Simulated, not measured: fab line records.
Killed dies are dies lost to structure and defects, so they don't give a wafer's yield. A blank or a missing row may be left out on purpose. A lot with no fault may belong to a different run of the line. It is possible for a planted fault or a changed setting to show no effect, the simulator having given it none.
Chamber matching    flow n5-finfet    N5_FIN_SAQP_SPACER2_ALD_28 on ald-sin-03: 4 sister chambers
The step deposits SiO2, target thk 8.1 nm, pulse time 1 s, purge time 2 s. 7 wafers are shown with their chamber, then 7 later ones without.

== EACH WAFER AND ITS CHAMBER ==
wafer   chamber  heater-power-w (W)  precursor-pulse-height-rel
L080.1  0        517                 1.024
L084.4  3        437                 0.960
L093.1  0        535                 0.987
L093.2  1        453                 1.021
L093.3  2        395                 0.974
L093.4  3        431                 0.979
L093.5  1        467                 1.006

== WAFERS WITHOUT THEIR CHAMBER ==
wafer   heater-power-w (W)  precursor-pulse-height-rel
L093.6  528                 0.999
L095.4  429                 1.013
L095.5  390                 0.991
L095.6  425                 1.006
L097.1  441                 1.034
L097.3  386                 1.006
L097.4  519                 1.016

== THE CHAMBER EACH PASSED THROUGH ==
wafer   from the rows above           in truth
L093.6  0                             0
L095.4  can't be placed: 3 or 1 or 2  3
L095.5  2                             2
L095.6  can't be placed: 3 or 2 or 1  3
L097.1  can't be placed: 1 or 3       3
L097.3  2                             2
L097.4  0                             0
Correctly placed: 4 of 7. Cannot be placed on the basis of these rows: 3; the candidates contain the true chamber in 3. Number placed wrongly: 0.
How it was worked out, from the rows above alone: a wafer's distance from a chamber is the root of the sum, over the readings, of the square of ((its reading less the chamber's mean) divided by the reading's scatter). If the next closest chamber is less than 2 further off than the closest, the wafer can't be placed; otherwise it belongs to the closest. Each chamber's mean is taken over the wafers shown for it. How the scatter is found: for the shown wafers, subtract from each reading the mean of its chamber, square and add these, divide the total by (wafers less chambers), then take the root.
